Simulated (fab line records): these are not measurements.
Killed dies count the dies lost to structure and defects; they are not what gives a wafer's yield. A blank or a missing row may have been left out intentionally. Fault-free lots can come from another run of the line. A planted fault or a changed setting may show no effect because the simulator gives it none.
Comparing a struck lot with a sound one || flow n5 finfet || 41 steps out of a route of 1938
Sound: wafers L467.2, L467.3, L467.6. The struck wafers were L479.3, L479.4, L479.5. At the end, the cause is stated.
At each step with rows: each side's tool, then ch and its chambers, then its first start. Under that, the readings that differ: sound wafers || struck wafers || difference of the means || sigmas: that difference in standard deviations of wafers without a fault.
alike: same words and numbers on both sides, and readings whose means sit less than 2 such deviations apart. not compared: any withheld reading, any reading some wafer has no value for, any bound like >300 that may hide the same value, and any number with overlapping values for which the record gives no deviation.
Wherever a step has rows on one side only, a row that says differs or no value, or a row with sigmas, the two part there. When numbers do not overlap yet have no deviation, they are printed without sigmas and do not part them. Lack of a reading on every wafer of one side parts them only where that side has two or more wafers.

first, 12 steps without rows for these wafers: N5_MOL_CONTACT_COAG_DESCUM_88 (chemistry O2, time 7 s); N5_MOL_CONTACT_COAG_ETCH_89 (etches underlayer in N2/H2, target depth 13 nm, time 10.4 s); N5_MOL_CONTACT_COAG_ETCH_90 (etches SiARC in CF4, target depth 13 nm, time 21.7 s); N5_MOL_CONTACT_COAG_ALD_131 (deposits SiO2, target thk 5 nm, pulse time 1 s, co reactant pulse time 1 s); N5_MOL_CONTACT_COAG_ETCHBACK_132 (etches SiO2 in CHF3, target depth 10 nm, time 6.7 s); N5_MOL_CONTACT_COAG_ETCH_91 (etches SOC in N2/H2, target depth 60 nm, overetch 21 nm, time 101.2 s); N5_MOL_CONTACT_COAG_STRIP_92 (strips in N2/H2); N5_MOL_CONTACT_COAG_STRIP_93 (strips in N2/H2); N5_MOL_CONTACT_COAG_ETCHBACK_135 (etches SiO2 in CHF3, target depth 25 nm, time 16.7 s); N5_MOL_CONTACT_COAG_STRIP_118 (strips in CHF3); N5_MOL_CONTACT_COAG_VIA_ETCH_46 (etches SiO2 in C4F6/O2, target depth 46 nm, overetch 9.2 nm, time 40 s); N5_MOL_CONTACT_COAG_STRIP_96 (strips in N2/H2).
N5_MOL_CONTACT_COAG_ETCH_47: etches SiNx in CH3F/O2, stops on W, target depth 27 nm.
  sound on rie diel-03 ch 0,1,2, day 6 02:12; struck on rie diel-03 ch 1,2,3, day 9 05:32
  no value came back on the struck wafers for any of 8 readings (CH3F_flow_sccm (sccm), O2_flow_sccm (sccm) and others); on the sound wafers CH3F_flow_sccm (sccm) reads 29.89 30.00 29.89
{"reading": "model.SiO2_of_MOL_CONTACT_COAG_PECVD_31.thk nm (nm)", "sound": "43.6 44.2 44.4", "struck": "45.2 46.6 46.2", "difference": "+1.9", "sigmas": ""}
  not compared: rf hours counter h
then, 25 steps without rows for these wafers: N5_MOL_CONTACT_COAG_STRIP_119 (strips in N2/H2, time 30 s); N5_MOL_CONTACT_COAG_PRECLEAN_144 (cleans in alkaline clean, time 60 s); N5_MOL_CONTACT_COAG_SRD_145 (time 30 s); N5_MOL_CONTACT_COAG_COAT_62 (time 60 s, resist thk 60 nm); N5_MOL_CONTACT_COAG_COAT_63 (time 60 s, resist thk 10 nm); N5_MOL_CONTACT_COAG_COAT_64 (time 60 s, resist thk 10 nm); N5_MOL_CONTACT_COAG_COAT_34 (resist thk 40 nm); N5_MOL_CONTACT_COAG_EBR_36; N5_MOL_CONTACT_COAG_SOFTBAKE_35 (time 60 s); N5_MOL_CONTACT_COAG_EXPOSE_37 (exposes mask VD, defocus 0 nm); N5_MOL_CONTACT_COAG_PEB_38 (peb time 60 s); N5_MOL_CONTACT_COAG_DEVELOP_39 (develop time 30 s); N5_MOL_CONTACT_COAG_DESCUM_45 (chemistry O2, time 7 s); N5_MOL_CONTACT_COAG_ETCH_65 (etches underlayer in N2/H2, target depth 13 nm, time 10.4 s); N5_MOL_CONTACT_COAG_ETCH_66 (etches SiARC in CF4, target depth 13 nm, time 21.7 s); N5_MOL_CONTACT_COAG_ALD_133 (deposits SiO2, target thk 5 nm, pulse time 1 s, co reactant pulse time 1 s); N5_MOL_CONTACT_COAG_ETCHBACK_134 (etches SiO2 in CHF3, target depth 10 nm, time 6.7 s); N5_MOL_CONTACT_COAG_ETCH_67 (etches SOC in N2/H2, target depth 60 nm, overetch 21 nm, time 101.2 s); N5_MOL_CONTACT_COAG_STRIP_68 (strips in N2/H2); N5_MOL_CONTACT_COAG_STRIP_69 (strips in N2/H2); N5_MOL_CONTACT_COAG_ETCHBACK_136 (etches SiO2 in CHF3, target depth 25 nm, time 16.7 s); N5_MOL_CONTACT_COAG_STRIP_120 (strips in CHF3); N5_MOL_CONTACT_COAG_VIA_ETCH_117 (etches SiO2 in C4F6/O2, target depth 40 nm, overetch 8 nm, time 26 s); N5_MOL_CONTACT_COAG_ETCH_124 (etches SiNx in CH3F/O2, stops on SiOC, target depth 6.5 nm); N5_MOL_CONTACT_COAG_ETCH_48 (etches SiOC in C4F6/O2, target depth 15 nm, overetch 4.5 nm, time 17 s).
N5_MOL_CONTACT_COAG_CMP_52: polishes, stops on SiO2, t overpolish 1.5 s, target thk 66.5 nm.
  sound on cmp-01 ch 2,3, day 6 04:09; struck on cmp-03 ch 0,2, day 9 08:11
{"reading": "model.SiO2_of_MOL_CONTACT_COAG_PECVD_31.thk nm (nm)", "sound": "43.2 44 44.2", "struck": "44.8 46.4 46", "difference": "+1.9", "sigmas": ""}
  alike: motor current A
N5_BEOL_M4_RC_MEAS_101:
  the record has rows for the sound wafers here (prober-01 ch 0, day 11 05:04) and none for the struck ones
-- a jump in the record: the struck wafers' starts before and after are 8 days apart (it breaks off in module BEOL_M4 and resumes in module PASSIVATION, where the first step shown is number 1936 of the route) --
N5_PASSIVATION_PROBE_49:
  sound on prober-01, day 15 17:50; struck on prober-01, day 17 12:32
{"reading": "killed at contacts", "sound": "12 15 16", "struck": "1094 1088 1109", "difference": "+1083", "sigmas": "+99 or more"}
{"reading": "killed dies", "sound": "84 90 117", "struck": "1180 1180 1180", "difference": "+1083", "sigmas": "+57"}
{"reading": "killed on rim", "sound": "10 9 14", "struck": "152 152 152", "difference": "+141", "sigmas": "+36"}
  alike: killed_at_M0_to_M3, killed_at_M4_up, killed at front end, killed at other, killed open, killed short

## WHERE THEY PART
Last at N5_PASSIVATION_PROBE_49 as far as this record goes, first at N5_MOL_CONTACT_COAG_ETCH_47.

WHY: the cause the simulator had injected
Entire step skipped (rie diel-03, N5_MOL_CONTACT_COAG_ETCH_47), from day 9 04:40 onward. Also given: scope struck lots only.
